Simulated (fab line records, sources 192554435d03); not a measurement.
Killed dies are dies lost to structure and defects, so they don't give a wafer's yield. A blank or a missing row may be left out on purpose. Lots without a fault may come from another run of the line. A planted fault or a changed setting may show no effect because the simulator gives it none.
Chamber matching | flow n5_finfet | N5_BEOL_M4_CMP_52 on cmp-03: 4 sister chambers
The step polishes, stops on SiOC, t overpolish 6.8 s, target thk 40 nm. 8 wafers are shown with their chamber, then 8 later ones without.

WAFERS WITH THEIR CHAMBER
wafer  | chamber | motor_current_A (A) | time_to_endpoint_s (s)
L076.1 | 3       | 6.8                 | 64
L091.1 | 1       | 5.4                 | 67
L091.3 | 0       | 5.5                 | 59
L091.6 | 2       | 5.8                 | 62
L092.1 | 2       | 5.5                 | 60
L092.4 | 1       | 5.4                 | 62
L092.5 | 3       | 6.2                 | 64
L093.1 | 0       | 5.6                 | 61

WAFERS WITHOUT THEIR CHAMBER
wafer  | motor_current_A (A) | time_to_endpoint_s (s)
L093.4 | 6.6                 | 63
L093.6 | 6.4                 | 63
L095.2 | 5.6                 | 60
L095.4 | 5.4                 | 65
L095.5 | 5.9                 | 62
L097.2 | 6.1                 | 63
L097.3 | 5.5                 | 58
L097.5 | 5.2                 | 65

WHICH CHAMBER EACH WENT THROUGH
wafer  | from the rows above               | in truth
L093.4 | 3                                 | 3
L093.6 | 3                                 | 3
L095.2 | can't be placed: 0 or 2           | 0
L095.4 | can't be placed: 1 or 2           | 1
L095.5 | can't be placed: 2 or 0 or 1 or 3 | 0
L097.2 | can't be placed: 3 or 2 or 0 or 1 | 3
L097.3 | can't be placed: 0 or 2           | 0
L097.5 | can't be placed: 1 or 2 or 0      | 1
Placed correctly: 2 of 8. Can't be placed from these rows: 6 (the true chamber is among the candidates in 6). Placed wrongly: 0.
How it was worked out, from the rows above alone: a wafer's distance from a chamber is the root of the sum, over the readings, of the square of ((its reading less the chamber's mean) divided by the reading's scatter). The wafer belongs to the nearest chamber; if the next one is less than 2 further off, it can't be placed. A chamber's mean is the mean of its shown wafers. The scatter: the root of (the sum of the squares of (reading less its chamber's mean) over the shown wafers, divided by (wafers less chambers)).
